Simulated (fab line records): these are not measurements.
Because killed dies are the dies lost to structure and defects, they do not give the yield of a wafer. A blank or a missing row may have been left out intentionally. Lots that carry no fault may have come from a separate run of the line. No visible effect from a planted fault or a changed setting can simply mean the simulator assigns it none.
fab line records + flow n5Finfet
record:
- lots: 7
- wafers: 39
route steps=1938 shown BEOL_M6@1239
startH: the number of hours between the record's first day and the start of the first shown wafer of the lot + waitH: hours from the lot's prior step to this one + " same as the row above + L1.1+2: a single row standing in for several wafers + - no value, or no start given + * or withheld: withheld + < > ~ a bound
route shown NAME@n: a module of which the file shows steps, and the number in the route of the first + usual: mean/standard deviation taken from wafers without a fault + same: alike in all rows + chamber/n: place in a boat + sites: readings site by site + _std_site: their standard deviation + _edge_site: the outer-site mean with the inner-site mean subtracted + radiusMm: how far each site lies from the wafer's centre + mask NAME#n: copy n + behind: the tool/chamber that last shaped the wafer + hold: why the lot went on hold/how many hours it stayed there/how the hold came to an end + device: transistor that didn't switch, given as n, p or np + end of line: at the end of the route, the tests of the same wafers + a step without rows: its recipe alone + killed: dies lost to structure and defects at the first sort, not the wafer's yield + map: the dies of a wafer, with x for killed, . for not killed, _ for no die there
set.NAME: the setting the step ran with; set.NAME@STEP: the setting that earlier step ran with + model.NAME: the simulator's own value behind a step, which no gauge read
lots with deliberately changed settings; one table per step, one row per wafer
== steps ==
step: N5_BEOL_M6_TRENCH_ETCH_37
recipe:
- chemistry: C4F6/O2
- targetDepthA: 944.35
- target: SiCOH_lowk
- timeS: 31.5
- ionEnergyEv: 250
- pressureMtorr: 30
- sourceW: 345
- biasW: 185
- Ar_flow_sccm: 300
- C4F6_flow_sccm: 10
- O2_flow_sccm: 10
| lot.wafer | tool       | chamber | startH | waitH | set.targetDepthA | model.etch.depthNm | model.BEOL_M6.featureDepthNm |
|-----------|------------|---------|--------|-------|------------------|--------------------|------------------------------|
| L075.1    | rieDiel-04 | 2       | -      | -     | 944.35           | 94.32              | 94.4                         |
| L075.2    | "          | 0       | "      | "     | 944.35           | 89.8               | 89.8                         |
| L075.3+4  | "          | 3,1     | "      | "     | 944.35           | 92.98              | 93                           |
| L075.5    | "          | 1       | "      | "     | 944.35           | 91.66              | 91.6                         |
| L075.6    | "          | 2       | "      | "     | 944.35           | 93.93              | 94                           |
| L079.1    | rieDiel-04 | 1       | -      | -     | 944.35           | 93.39              | 93.4                         |
| L079.2    | "          | 0       | "      | "     | 1251             | 121.5              | 121.4                        |
| L079.3    | "          | 2       | "      | "     | 944.35           | 96.55              | 96.6                         |
| L079.4    | "          | 3       | "      | "     | 1251             | 123.8              | 123.8                        |
| L079.5    | "          | 0       | "      | "     | 1251             | 121.3              | 121.4                        |
| L079.6    | "          | 1       | "      | "     | 944.35           | 93.15              | 93.2                         |
| L082.1    | rieDiel-05 | 1       | -      | -     | 944.35           | 93.8               | 93.8                         |
| L082.2    | "          | 2       | "      | "     | 944.35           | 92.73              | 92.8                         |
| L082.3    | "          | 0       | "      | "     | 944.35           | 96.57              | 96.6                         |
| L082.4    | "          | 3       | "      | "     | 944.35           | 90.5               | 90.4                         |
| L082.5    | "          | 1       | "      | "     | 944.35           | 93.51              | 93.6                         |
| L082.6    | "          | 2       | "      | "     | 944.35           | 92.71              | 92.8                         |
| L088.1    | rieDiel-04 | 0       | -      | -     | 944.35           | 90.07              | 90                           |
| L088.2    | "          | 2       | "      | "     | 601.5            | 60.94              | 61                           |
| L088.3    | "          | 3       | "      | "     | 944.35           | 93.81              | 93.8                         |
| L088.4    | "          | 1       | "      | "     | 944.35           | 92.72              | 92.8                         |
| L088.5    | "          | 1       | "      | "     | 601.5            | 59.05              | 59                           |
| L088.6    | "          | 0       | "      | "     | 601.5            | 56.94              | 57                           |
| L092.1    | rieDiel-05 | 2       | -      | -     | 769.5            | 74.36              | 74.4                         |
| L092.2    | "          | 3       | "      | "     | 769.5            | 75.42              | 75.4                         |
| L092.3    | "          | 1       | "      | "     | 944.35           | 93.97              | 94                           |
| L092.4    | "          | 0       | "      | "     | 944.35           | 96.01              | 96                           |
| L092.5    | "          | 2       | "      | "     | 769.5            | 74.47              | 74.4                         |
| L092.6    | "          | 3       | "      | "     | 944.35           | 92.4               | 92.4                         |
| L093.1    | rieDiel-06 | 2       | -      | -     | 944.35           | 93.49              | 93.4                         |
| L093.3    | "          | 0       | "      | "     | 944.35           | 92.68              | 92.6                         |
| L093.6    | "          | 0       | "      | "     | 944.35           | 92.89              | 92.8                         |
| L094.1    | rieDiel-05 | 0       | -      | -     | 944.35           | 95.05              | 95                           |
| L094.2    | "          | 1       | "      | "     | 944.35           | 92.35              | 92.4                         |
| L094.3    | "          | 2       | "      | "     | 944.35           | 90.47              | 90.4                         |
| L094.4    | "          | 3       | "      | "     | 944.35           | 92.02              | 92                           |
| L094.5    | "          | 0       | "      | "     | 944.35           | 94.95              | 95                           |
| L094.6    | "          | 3       | "      | "     | 944.35           | 92.66              | 92.6                         |
step: N5_BEOL_M6_ETCH_41
recipe:
- chemistry: CH3F/O2
- target: SiCN
- targetDepthA: 297
- taperDeg: 2
- timeS: 52
- ionEnergyEv: 120
- maskMaterial: TiN
- pressureMtorr: 30
- sourceW: 395
- biasW: 75
- Ar_flow_sccm: 150
- CH3F_flow_sccm: 30
- O2_flow_sccm: 20
step: N5_BEOL_M6_STRIP_80
recipe:
- chemistry: N2/H2
- timeS: 10
- powerW: 450
- tempC: 40
- pressureMtorr: 20
- rfFrequencyHz: 6e+07
- biasPowerW: 7
- n2FlowSccm: 200
- h2FlowSccm: 200
step: N5_BEOL_M6_OCD_MEAS_38
usual:
- trenchDepthNm: 93.6/2
| lot.wafer | tool   | chamber | startH | waitH | set.targetDepthA@BEOL_M6_TRENCH_ETCH_37 | trenchDepthNm |
|-----------|--------|---------|--------|-------|-----------------------------------------|---------------|
| L075.1    | ocd-01 | -       | 187.39 | -     | 944.35                                  | 94.3          |
| L075.2    | "      | -       | "      | "     | 944.35                                  | 89.3          |
| L075.3    | "      | -       | "      | "     | 944.35                                  | 93.2          |
| L075.4    | "      | -       | "      | "     | 944.35                                  | 93.0          |
| L075.5    | "      | -       | "      | "     | 944.35                                  | 91.7          |
| L075.6    | "      | -       | "      | "     | 944.35                                  | 94.0          |
| L079.1    | ocd-01 | -       | 210.42 | -     | 944.35                                  | 93.5          |
| L079.2    | "      | -       | "      | "     | 1251                                    | 121.2         |
| L079.3    | "      | -       | "      | "     | 944.35                                  | 96.1          |
| L079.4    | "      | -       | "      | "     | 1251                                    | 123.8         |
| L079.5    | "      | -       | "      | "     | 1251                                    | 121.0         |
| L079.6    | "      | -       | "      | "     | 944.35                                  | 93.3          |
| L082.1    | ocd-02 | -       | 219.66 | -     | 944.35                                  | 94.1          |
| L082.2    | "      | -       | "      | "     | 944.35                                  | 92.8          |
| L082.3    | "      | -       | "      | "     | 944.35                                  | 97.1          |
| L082.4    | "      | -       | "      | "     | 944.35                                  | 89.7          |
| L082.5    | "      | -       | "      | "     | 944.35                                  | 93.5          |
| L082.6    | "      | -       | "      | "     | 944.35                                  | 92.8          |
| L088.1    | ocd-02 | -       | 263.03 | -     | 944.35                                  | 90.0          |
| L088.2    | "      | -       | "      | "     | 601.5                                   | 60.9          |
| L088.3    | "      | -       | "      | "     | 944.35                                  | 93.6          |
| L088.4    | "      | -       | "      | "     | 944.35                                  | 92.8          |
| L088.5    | "      | -       | "      | "     | 601.5                                   | 59.0          |
| L088.6    | "      | -       | "      | "     | 601.5                                   | 56.7          |
| L092.1    | ocd-01 | -       | 285.33 | -     | 769.5                                   | 74.2          |
| L092.2    | "      | -       | "      | "     | 769.5                                   | 76.0          |
| L092.3    | "      | -       | "      | "     | 944.35                                  | 94.6          |
| L092.4    | "      | -       | "      | "     | 944.35                                  | 95.9          |
| L092.5    | "      | -       | "      | "     | 769.5                                   | 73.8          |
| L092.6    | "      | -       | "      | "     | 944.35                                  | 92.3          |
| L093.1    | ocd-01 | -       | 297.22 | -     | 944.35                                  | 93.2          |
| L093.3    | "      | -       | "      | "     | 944.35                                  | 92.3          |
| L093.6    | "      | -       | "      | "     | 944.35                                  | 92.9          |
| L094.1    | ocd-01 | -       | 307.65 | -     | 944.35                                  | 95.3          |
| L094.2    | "      | -       | "      | "     | 944.35                                  | 92.5          |
| L094.3    | "      | -       | "      | "     | 944.35                                  | 90.2          |
| L094.4    | "      | -       | "      | "     | 944.35                                  | 92.0          |
| L094.5    | "      | -       | "      | "     | 944.35                                  | 95.4          |
| L094.6    | "      | -       | "      | "     | 944.35                                  | 92.3          |
step: N5_BEOL_M6_HM_STRIP_39
recipe:
- chemistry: peroxideTinStrip
- material: TiN
- targetDepthA: 250
- tempC: 50
- timeS: 158
step: N5_BEOL_M6_SRD_40
recipe:
- timeS: 30
- tempC: 23
- rinseLiquid: diw
- dry: ipaMarangoni
step: N5_BEOL_M6_ECD_50
recipe:
- material: Cu
- targetThkA: 3000
step: N5_BEOL_M6_ANNEAL_51
recipe:
- tempC: 225
- timeS: 90
- ambient: N2
step: N5_BEOL_M6_CMP_52
recipe:
- stopOn: SiCOH_lowk
- tOverpolishS: 6.9
- downForcePsi: 1
- platenRpm: 50
- clearingPlatenDownForcePsi: 1.5
- clearingPlatenRpm: 50
- postCmpClean: cuAlkaline
- targetThkNm: 80
- clearingPlatenPadVelocityMS: 0.99484
- padVelocityMS: 0.99484
| lot.wafer | tool   | chamber | startH | waitH | set.targetDepthA@BEOL_M6_TRENCH_ETCH_37 | model.Cu_of_BEOL_M6_ECD_50.thkNm |
|-----------|--------|---------|--------|-------|-----------------------------------------|----------------------------------|
| L075.3    | cmp-02 | 1       | 189.19 | 0.2   | 944.35                                  | 76.8                             |
| L075.1    | "      | 2       | "      | "     | 944.35                                  | 78.6                             |
| L075.2    | "      | 3       | "      | "     | 944.35                                  | 75.6                             |
| L075.4    | "      | 0       | "      | "     | 944.35                                  | 78.8                             |
| L075.6    | "      | 1       | "      | "     | 944.35                                  | 77.8                             |
| L075.5    | "      | 2       | "      | "     | 944.35                                  | 74.6                             |
| L079.1    | cmp-02 | 3       | 213.41 | 0.3   | 944.35                                  | 79.8                             |
| L079.4    | "      | 0       | "      | "     | 1251                                    | 108.2                            |
| L079.3    | "      | 1       | "      | "     | 944.35                                  | 81.6                             |
| L079.2    | "      | 2       | "      | "     | 1251                                    | 105.6                            |
| L079.5    | "      | 3       | "      | "     | 1251                                    | 107.4                            |
| L079.6    | "      | 0       | "      | "     | 944.35                                  | 78.2                             |
| L082.2    | cmp-02 | 0       | 222.59 | 0.2   | 944.35                                  | 76.4                             |
| L082.3    | "      | 1       | "      | "     | 944.35                                  | 80.6                             |
| L082.1    | "      | 2       | "      | "     | 944.35                                  | 76.6                             |
| L082.4    | "      | 3       | "      | "     | 944.35                                  | 75                               |
| L082.5    | "      | 0       | "      | "     | 944.35                                  | 76.8                             |
| L082.6    | "      | 1       | "      | "     | 944.35                                  | 75.4                             |
| L088.2    | cmp-01 | 1       | 265.75 | 0.2   | 601.5                                   | 48.6                             |
| L088.3    | "      | 2       | "      | "     | 944.35                                  | 80.6                             |
| L088.4    | "      | 3       | "      | "     | 944.35                                  | 79.2                             |
| L088.1    | "      | 0       | "      | "     | 944.35                                  | 78.2                             |
| L088.6    | "      | 1       | "      | "     | 601.5                                   | 42.6                             |
| L088.5    | "      | 2       | "      | "     | 601.5                                   | 46.2                             |
| L092.1    | cmp-01 | 0       | 287.09 | 0.3   | 769.5                                   | 59.8                             |
| L092.3    | "      | 1       | "      | "     | 944.35                                  | 78.8                             |
| L092.4    | "      | 2       | "      | "     | 944.35                                  | 81.8                             |
| L092.2    | "      | 3       | "      | "     | 769.5                                   | 61                               |
| L092.6    | "      | 0       | "      | "     | 944.35                                  | 77.6                             |
| L092.5    | "      | 1       | "      | "     | 769.5                                   | 60.4                             |
| L093.3    | cmp-02 | 1       | 300.04 | 0.2   | 944.35                                  | 77.2                             |
| L093.1    | "      | 3       | "      | "     | 944.35                                  | 80.6                             |
| L093.6    | "      | 1       | "      | "     | 944.35                                  | 77.8                             |
| L094.2    | cmp-02 | 3       | 310.01 | 0.2   | 944.35                                  | 78.2                             |
| L094.1    | "      | 0       | "      | "     | 944.35                                  | 81                               |
| L094.4    | "      | 1       | "      | "     | 944.35                                  | 77.8                             |
| L094.3    | "      | 2       | "      | "     | 944.35                                  | 73.4                             |
| L094.5    | "      | 3       | "      | "     | 944.35                                  | 81.2                             |
| L094.6    | "      | 0       | "      | "     | 944.35                                  | 77.6                             |
step: N5_BEOL_M6_THK_MEAS_53
recipe:
- thkMeasGauge: xrf
- reads: Cu_of_BEOL_M6_ECD_50
usual:
- M6_THK: 78.6/2.3
| lot.wafer | tool         | chamber | startH | waitH | set.targetDepthA@BEOL_M6_TRENCH_ETCH_37 | M6_THK[nm] |
|-----------|--------------|---------|--------|-------|-----------------------------------------|------------|
| L075.1    | filmMetro-02 | -       | 189.49 | -     | 944.35                                  | 78.6       |
| L075.2    | "            | -       | "      | "     | 944.35                                  | 75.5       |
| L075.3    | "            | -       | "      | "     | 944.35                                  | 76.5       |
| L075.4    | "            | -       | "      | "     | 944.35                                  | 78.6       |
| L075.5    | "            | -       | "      | "     | 944.35                                  | 74.1       |
| L075.6    | "            | -       | "      | "     | 944.35                                  | 77.3       |
| L079.1    | filmMetro-01 | -       | 213.70 | -     | 944.35                                  | 79.8       |
| L079.2    | "            | -       | "      | "     | 1251                                    | 105.0      |
| L079.3    | "            | -       | "      | "     | 944.35                                  | 81.2       |
| L079.4    | "            | -       | "      | "     | 1251                                    | 107.9      |
| L079.5    | "            | -       | "      | "     | 1251                                    | 107.6      |
| L079.6    | "            | -       | "      | "     | 944.35                                  | 78.1       |
| L082.1    | filmMetro-01 | -       | 222.89 | -     | 944.35                                  | 76.4       |
| L082.2    | "            | -       | "      | "     | 944.35                                  | 75.9       |
| L082.3    | "            | -       | "      | "     | 944.35                                  | 80.2       |
| L082.4    | "            | -       | "      | "     | 944.35                                  | 74.8       |
| L082.5    | "            | -       | "      | "     | 944.35                                  | 76.4       |
| L082.6    | "            | -       | "      | "     | 944.35                                  | 75.4       |
| L088.1    | filmMetro-01 | -       | 266.04 | -     | 944.35                                  | 78.2       |
| L088.2    | "            | -       | "      | "     | 601.5                                   | 48.6       |
| L088.3    | "            | -       | "      | "     | 944.35                                  | 80.3       |
| L088.4    | "            | -       | "      | "     | 944.35                                  | 79.3       |
| L088.5    | "            | -       | "      | "     | 601.5                                   | 46.1       |
| L088.6    | "            | -       | "      | "     | 601.5                                   | 42.4       |
| L092.1    | filmMetro-01 | -       | 287.39 | -     | 769.5                                   | 59.6       |
| L092.2    | "            | -       | "      | "     | 769.5                                   | 60.6       |
| L092.3    | "            | -       | "      | "     | 944.35                                  | 78.6       |
| L092.4    | "            | -       | "      | "     | 944.35                                  | 81.4       |
| L092.5    | "            | -       | "      | "     | 769.5                                   | 60.0       |
| L092.6    | "            | -       | "      | "     | 944.35                                  | 77.5       |
| L093.1    | filmMetro-02 | -       | 300.30 | -     | 944.35                                  | 80.0       |
| L093.3    | "            | -       | "      | "     | 944.35                                  | 76.9       |
| L093.6    | "            | -       | "      | "     | 944.35                                  | 77.3       |
| L094.1    | filmMetro-02 | -       | 310.30 | -     | 944.35                                  | 80.0       |
| L094.2    | "            | -       | "      | "     | 944.35                                  | 77.4       |
| L094.3    | "            | -       | "      | "     | 944.35                                  | 72.3       |
| L094.4    | "            | -       | "      | "     | 944.35                                  | 76.8       |
| L094.5    | "            | -       | "      | "     | 944.35                                  | 79.9       |
| L094.6    | "            | -       | "      | "     | 944.35                                  | 76.9       |
step: N5_BEOL_M6_PRE_CLEAN_55
recipe:
- gas: NH3
- timeS: 15
- tempC: withheld
- rfPowerW: 300
step: N5_BEOL_M6_DEP_56
recipe:
- material: SiCN
- targetThkA: 100
- tempC: withheld
- precursor: 3MS/NH3
- pressureTorr: 3
- rfW: 202
- timeS: 17.5
step: N5_BEOL_M6_RS_MEAS_57
recipe:
- thkMeasGauge: four-point-probe
- reads: Cu_of_BEOL_M6_ECD_50+Co_of_BEOL_M6_CVD_78+TaN_of_BEOL_M6_ALD_77
usual:
- M6_RS: 0.291/0.01
| lot.wafer | tool         | chamber | startH | waitH | set.targetDepthA@BEOL_M6_TRENCH_ETCH_37 | M6_RS[ohm/sq] |
|-----------|--------------|---------|--------|-------|-----------------------------------------|---------------|
| L075.1    | filmMetro-02 | -       | 189.62 | 0.1   | 944.35                                  | 0.292         |
| L075.2    | "            | -       | "      | "     | 944.35                                  | 0.306         |
| L075.3    | "            | -       | "      | "     | 944.35                                  | 0.301         |
| L075.4    | "            | -       | "      | "     | 944.35                                  | 0.291         |
| L075.5    | "            | -       | "      | "     | 944.35                                  | 0.311         |
| L075.6    | "            | -       | "      | "     | 944.35                                  | 0.296         |
| L079.1    | filmMetro-01 | -       | 213.83 | 0.1   | 944.35                                  | 0.287         |
| L079.2    | "            | -       | "      | "     | 1251                                    | 0.208         |
| L079.3    | "            | -       | "      | "     | 944.35                                  | 0.280         |
| L079.4    | "            | -       | "      | "     | 1251                                    | 0.202         |
| L079.5    | "            | -       | "      | "     | 1251                                    | 0.204         |
| L079.6    | "            | -       | "      | "     | 944.35                                  | 0.294         |
| L082.1    | filmMetro-01 | -       | 223.02 | 0.1   | 944.35                                  | 0.301         |
| L082.2    | "            | -       | "      | "     | 944.35                                  | 0.302         |
| L082.3    | "            | -       | "      | "     | 944.35                                  | 0.284         |
| L082.4    | "            | -       | "      | "     | 944.35                                  | 0.309         |
| L082.5    | "            | -       | "      | "     | 944.35                                  | 0.300         |
| L082.6    | "            | -       | "      | "     | 944.35                                  | 0.307         |
| L088.1    | filmMetro-01 | -       | 266.17 | 0.1   | 944.35                                  | 0.294         |
| L088.2    | "            | -       | "      | "     | 601.5                                   | 0.525         |
| L088.3    | "            | -       | "      | "     | 944.35                                  | 0.283         |
| L088.4    | "            | -       | "      | "     | 944.35                                  | 0.290         |
| L088.5    | "            | -       | "      | "     | 601.5                                   | 0.560         |
| L088.6    | "            | -       | "      | "     | 601.5                                   | 0.621         |
| L092.1    | filmMetro-01 | -       | 287.53 | 0.1   | 769.5                                   | 0.405         |
| L092.2    | "            | -       | "      | "     | 769.5                                   | 0.396         |
| L092.3    | "            | -       | "      | "     | 944.35                                  | 0.292         |
| L092.4    | "            | -       | "      | "     | 944.35                                  | 0.279         |
| L092.5    | "            | -       | "      | "     | 769.5                                   | 0.400         |
| L092.6    | "            | -       | "      | "     | 944.35                                  | 0.297         |
| L093.1    | filmMetro-02 | -       | 300.43 | 0.1   | 944.35                                  | 0.284         |
| L093.3    | "            | -       | "      | "     | 944.35                                  | 0.299         |
| L093.6    | "            | -       | "      | "     | 944.35                                  | 0.296         |
| L094.1    | filmMetro-01 | -       | 310.43 | 0.1   | 944.35                                  | 0.282         |
| L094.2    | "            | -       | "      | "     | 944.35                                  | 0.294         |
| L094.3    | "            | -       | "      | "     | 944.35                                  | 0.318         |
| L094.4    | "            | -       | "      | "     | 944.35                                  | 0.296         |
| L094.5    | "            | -       | "      | "     | 944.35                                  | 0.281         |
| L094.6    | "            | -       | "      | "     | 944.35                                  | 0.297         |
== key ==
split:
- step: N5_BEOL_M6_TRENCH_ETCH_37
- setting: targetDepthA
- stated: 944.35
- by: wafer
response:
- step: N5_BEOL_M6_TRENCH_ETCH_37
- reading: model.etch.depthNm
- change: +0.909
- per: 1%
- r: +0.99
response:
- step: N5_BEOL_M6_TRENCH_ETCH_37
- reading: model.BEOL_M6.featureDepthNm
- change: +0.909
- per: 1%
- r: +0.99
response:
- step: N5_BEOL_M6_OCD_MEAS_38
- reading: trenchDepthNm
- change: +0.91
- per: 1%
- r: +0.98
response:
- step: N5_BEOL_M6_CMP_52
- reading: model.Cu_of_BEOL_M6_ECD_50.thkNm
- change: +0.903
- per: 1%
- r: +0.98
response:
- step: N5_BEOL_M6_THK_MEAS_53
- reading: M6_THK
- change: +0.904
- per: 1%
- r: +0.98
response:
- step: N5_BEOL_M6_RS_MEAS_57
- reading: M6_RS
- change: -0.00548
- per: 1%
- r: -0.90
